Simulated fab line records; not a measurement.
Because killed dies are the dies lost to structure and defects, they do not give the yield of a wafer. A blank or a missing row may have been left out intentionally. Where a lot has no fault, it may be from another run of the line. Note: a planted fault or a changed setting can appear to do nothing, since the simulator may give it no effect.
Which tool was responsible?	flow nand-harc	6 lots with 17 wafers sampled at 5 steps, on a route of 1159 steps

== WHAT THE GAUGES READ, wafer by wafer ==
NHARC_END_SORT_01.
lot	measured	on	defect-limited-yield (%)
L239	day 20 01:11	prober-01	98.7 97.6 98.5
L242	day 20 02:05	prober-02	97.3 96.9 98.1
L248	day 22 00:49	prober-02	90.8 93.9 93.5
L257	day 24 10:02	prober-01	94.7 95.0 95.1
L259	day 25 08:16	prober-01	97.0 95.3 97.3

== EACH LOT AND THE TOOL THAT RAN IT (in order: tool; ch and the chambers of the sampled wafers; start) ==
lot	NHARC_P_M2_PVD_20	NHARC_THIN_TSV_ETCHBACK_48	NHARC_THIN_TSV_DEGAS_53	NHARC_THIN_TSV_ETCH_36
L239	pvd-sputter-03, day 6 17:47	rie-diel-05 ch 0,2, day 19 05:33	pvd-sputter-01, day 19 08:29	rie-metal-03 ch 1, day 19 10:02
L242	pvd-sputter-03, day 7 04:59	rie-diel-13 ch 1,2, day 19 06:34	pvd-sputter-02, day 19 09:08	rie-metal-01 ch 0,1, day 19 10:41
L243	pvd-sputter-03, day 7 22:58	rie-diel-05 ch 1,3, day 21 02:59	pvd-sputter-03, day 21 05:31	rie-metal-03 ch 0,1, day 21 07:11
L248	pvd-sputter-03, day 8 12:57	rie-diel-05 ch 2,3, day 21 06:38	pvd-sputter-03, day 21 09:08	rie-metal-01 ch 0,1, day 21 10:51
L257	pvd-sputter-03, day 11 02:05	rie-diel-05 ch 2,3, day 23 18:50	pvd-sputter-02, day 23 21:34	rie-metal-02 ch 0,1, day 23 23:16
L259	pvd-sputter-01, day 11 15:13	rie-diel-01 ch 0,1,2, day 24 12:23	pvd-sputter-01, day 24 15:07	rie-metal-03 ch 0,1, day 24 16:41
- NHARC_P_M2_PVD_20: deposits TaN, target thk 5 nm, time 8.06 s.
- NHARC_THIN_TSV_ETCHBACK_48: etches the open film in C4F8/Ar, target depth 1028.5 nm, time 405.17 s.
- NHARC_THIN_TSV_DEGAS_53: time 60 s.
- NHARC_THIN_TSV_ETCH_36: etches the open film in Cl2/BCl3, target depth 65 nm, time 18.571 s.

== THE ANSWER, worked out from the rows above alone ==
Rule: usual is defined by the lots themselves. Put in order of their means at a reading, lots are off if they are a third of the lots or fewer, leave a main group of 4 or more, and stand apart from it by a gap of 3 or more times the standard deviation of the main group's means; of several such gaps the widest counts. The tables above print the reading to a certain number of digits; a main group whose means all agree to those digits is not used. Also off: a lot with no number at a reading for which 4 or more lots have one. All remaining lots with rows at the step are treated as sound.
No lot is off on any of the readings shown, so nothing can be concluded from this.

== WHAT WAS PUT IN BY THE SIMULATOR ==
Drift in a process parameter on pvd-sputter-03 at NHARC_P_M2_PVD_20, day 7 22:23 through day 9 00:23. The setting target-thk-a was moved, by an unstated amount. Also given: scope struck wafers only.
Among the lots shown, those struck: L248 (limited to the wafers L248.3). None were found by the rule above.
